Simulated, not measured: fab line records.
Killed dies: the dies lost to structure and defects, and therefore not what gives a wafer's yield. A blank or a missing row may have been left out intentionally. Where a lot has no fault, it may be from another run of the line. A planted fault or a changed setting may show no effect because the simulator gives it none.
8D (eight disciplines) problem report, filled in by code || flow n5-finfet || the parts of the form that need people (team, actions taken, sign-off) are left out

1. WHAT IS WRONG
killed-at-front-end at N5_PASSIVATION_PROBE_49 reads a mean of 1128 on 6 wafers of 2 lots; wafers without a fault read 41 with a standard deviation of 11. That puts it +99 standard deviations away from the usual mean.
First observed at day 14 01:18: wafer L201.3, on prober-01. At this step, 11 wafers from 4 lots have a number in the record. By rule, "out" or "out of limits" means more than 4 standard deviations away from the usual mean. The rest of the wafers with a number are treated as sound.

2. WHAT IT IS, AND WHAT IT ISN'T
{"question": "which readings at this step", "is": "killed-at-front-end, killed-dies, killed-on-rim", "is not": "killed_at_M0_to_M3, killed_at_M4_up, killed-at-contacts, killed-at-other, killed-short"}
{"question": "which lots", "is": "L200, L201", "is not": "L215, L216"}
{"question": "which wafers of those lots", "is": "all that have a number", "is not": "-"}
{"question": "read on which tools", "is": "prober-01", "is not": "prober-02"}
{"question": "when", "is": "from day 14 01:18", "is not": "up to then (0 sound wafers); but 5 sound wafers of L215, L216 came after"}

3. SUSPECTS, AND WHAT RULES EACH OUT
Counting: a tool at any process step up to the reading remains a suspect when it ran all the lots that are out and ran no sound lot after the first of those.
- rie-diel-03 at N5_HKMG_FIN_ETCH_86 (etches SOC in N2/H2, stops on TiN, target depth 393.2 nm): kept. It ran every lot that is out, first L200 (day 5 12:07), and no sound lot after that.
- prober-01 at N5_PASSIVATION_PROBE_49: kept. It ran every lot that is out, first L201 (day 14 01:18), and no sound lot after that. Its own readings are out on those wafers: killed-at-front-end, killed-dies, killed-on-rim.
Remaining after the count are rie-diel-03 at N5_HKMG_FIN_ETCH_86 and prober-01 at N5_PASSIVATION_PROBE_49.

4. THE CAUSE (what the simulator had put in)
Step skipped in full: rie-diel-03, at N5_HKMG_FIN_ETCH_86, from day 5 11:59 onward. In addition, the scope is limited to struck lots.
Counting left 2 suspects, and this tool is among them.

5. THE EFFECT CHAIN, in route order
Each row: a reading whose mean over the struck wafers that have a number lies more than 3 standard deviations from the usual. Readings are gone through only where the record gives a usual standard deviation; hours: the median, over the lots, of the time from a lot's start at the first step in this table giving one to that lot's start at this step; sigmas: the change measured in usual standard deviations.
{"hours": 0, "step": "N5_PASSIVATION_PROBE_49", "reading": "killed-at-front-end", "usual": 41, "on struck wafers": 1128, "change": "+1087", "sigmas": "+99"}
{"hours": 0, "step": "N5_PASSIVATION_PROBE_49", "reading": "killed-dies", "usual": 107, "on struck wafers": 1180, "change": "+1073", "sigmas": "+63"}
{"hours": 0, "step": "N5_PASSIVATION_PROBE_49", "reading": "killed-on-rim", "usual": 14, "on struck wafers": 152, "change": "+138", "sigmas": "+31"}
Here are the process steps it includes:
- N5_PASSIVATION_PROBE_49
Readings that are blank on the struck wafers while sound wafers have them: bias-w at N5_HKMG_FIN_ETCH_86; chamber-pressure-mTorr at N5_HKMG_FIN_ETCH_86; drypump-motor-current-A at N5_HKMG_FIN_ETCH_86; n2-flow-sccm at N5_HKMG_FIN_ETCH_86; oes-product-au at N5_HKMG_FIN_ETCH_86; rf-vpp-V at N5_HKMG_FIN_ETCH_86; showerhead-plenum-p-Torr at N5_HKMG_FIN_ETCH_86; throttle-valve-pct at N5_HKMG_FIN_ETCH_86.

6. HOW IT WOULD HAVE BEEN CAUGHT EARLIER
First out-of-limits reading in this record: day 14 01:18, which is 205 hours after fault onset at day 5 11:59.
At N5_HKMG_FIN_ETCH_86 the tool's readings are blank on the struck wafers, where sound wafers have them: an empty tool record is the first sign, and it was there at once.
Lots out: 2; all had begun N5_HKMG_FIN_ETCH_86 on rie-diel-03 by day 14 01:18. None of them would have been spared by holding the tool at that moment.
